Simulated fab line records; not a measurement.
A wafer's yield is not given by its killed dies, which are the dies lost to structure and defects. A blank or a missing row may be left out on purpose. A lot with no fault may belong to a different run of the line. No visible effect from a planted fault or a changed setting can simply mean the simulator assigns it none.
Code-filled problem report in 8D (eight disciplines) form :: flow n5-finfet :: the parts of the form that need people (team, actions taken, sign-off) are left out

## 1. THE ISSUE
Mean RS_SD_N at N5_SD_ACTIVATION_RS_MEAS_03: 18.8 ohm/sq over 6 wafers in 2 lots; fault-free wafers: 21.9 ohm/sq, standard deviation 0.36. That is -8.6 standard deviations from the usual mean.
The step: measures by four-point-probe.
Seen first at day 8 11:57 on film-metro-01, wafer L577.1. The record has a number at this step for 24 wafers belonging to 8 lots. Rule for "out" (also "out of limits"): further than 4 standard deviations from the usual mean. Any other wafer with a number is counted as sound.

## 2. WHAT IT IS, AND WHAT IT ISN'T
question: which readings at this step
is: RS_SD_N
is not: RS_SD_P

question: which lots
is: L577, L579
is not: L557, L559, L566, L568, L570, L573

question: which wafers of those lots
is: all that have a number
is not: -

question: read on which gauges
is: film-metro-01
is not: film-metro-02

question: when
is: from day 8 11:57
is not: up to then (18 sound wafers)

## 3. THE SUSPECTS, EACH WITH WHAT RULES IT OUT
Counting: a tool stays on the suspect list if, at a process step up to the reading, it processed all lots that are out and no sound lot following the first of them.
- the gauge at N5_SD_ACTIVATION_RS_MEAS_03 is ruled out. All the wafers that are out were read on film-metro-01, but those of them that N5_SD_ACTIVATION_LSA_01 has rows for are out there too, on other tools.
- laser-anneal-01 at N5_SD_ACTIVATION_LSA_01 (time 0.0008 s): kept. It processed each lot that is out, first L577 at day 8 11:44, and no sound lot thereafter; up to then, the last sound lot it processed was L573 at day 7 14:13. Its own wafer_temp_C_max readings are out on those wafers.
Left after counting: laser-anneal-01 at N5_SD_ACTIVATION_LSA_01.

## 4. THE CAUSE (what the simulator had put in)
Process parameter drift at N5_SD_ACTIVATION_LSA_01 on laser-anneal-01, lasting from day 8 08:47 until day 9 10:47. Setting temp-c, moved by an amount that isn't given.
Counting left only this tool.

## 5. THE EFFECT CHAIN, in route order
Each row: a reading where the mean over the struck wafers with a number is more than 3 standard deviations away from the usual. Only readings for which the record gives a usual standard deviation are gone through. hours: the time from each lot's start at the first step in this table that gives one to its start at this step, as a median over the lots. sigmas: the change in usual standard deviations.
hours: 0
step: N5_SD_ACTIVATION_LSA_01
reading: wafer_temp_C_max
usual: 1084.5
on struck wafers: 1116.1
change: +31.6
sigmas: +17

hours: 0
step: N5_SD_ACTIVATION_RS_MEAS_03
reading: RS_SD_N
usual: 21.9 ohm/sq
on struck wafers: 18.8
change: -3.1
sigmas: -8.6

hours: 117
step: N5_BEOL_M4_RC_MEAS_101
reading: IOFF_P_LONG
usual: 0.000105 nA/um
on struck wafers: 0.000135
change: +0.000030
sigmas: +4.1

hours: 117
step: N5_BEOL_M4_RC_MEAS_101
reading: RC_DENSE_N
usual: 19.0 ohm.um
on struck wafers: 16.5
change: -2.5
sigmas: -4.9

hours: 117
step: N5_BEOL_M4_RC_MEAS_101
reading: RC_N
usual: 15.4 ohm.um
on struck wafers: 13.4
change: -2.0
sigmas: -4.8

hours: 117
step: N5_BEOL_M4_RC_MEAS_101
reading: REXT_N
usual: 75.5 ohm.um
on struck wafers: 70.3
change: -5.2
sigmas: -3.7

hours: 117
step: N5_BEOL_M4_RC_MEAS_101
reading: RS_SD_N
usual: 28.3 ohm/sq
on struck wafers: 24.7
change: -3.6
sigmas: -7.8
Here are the process steps it includes:
- N5_SD_ACTIVATION_LSA_01: time 0.0008 s.

## 6. HOW IT WOULD HAVE BEEN CAUGHT EARLIER
In this record the first reading out of limits at a measuring or inspecting step was taken at day 8 11:57, 3 hours after the fault began at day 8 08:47.
The tool's own readings at N5_SD_ACTIVATION_LSA_01 were out on every struck wafer that the step has a row for (wafer_temp_C_max): an alarm limit on them would have fired on the first of those.
Of the lots that are out (2), L579 began N5_SD_ACTIVATION_LSA_01 on laser-anneal-01 after day 8 11:57. A tool hold placed at that time would have kept it from harm.
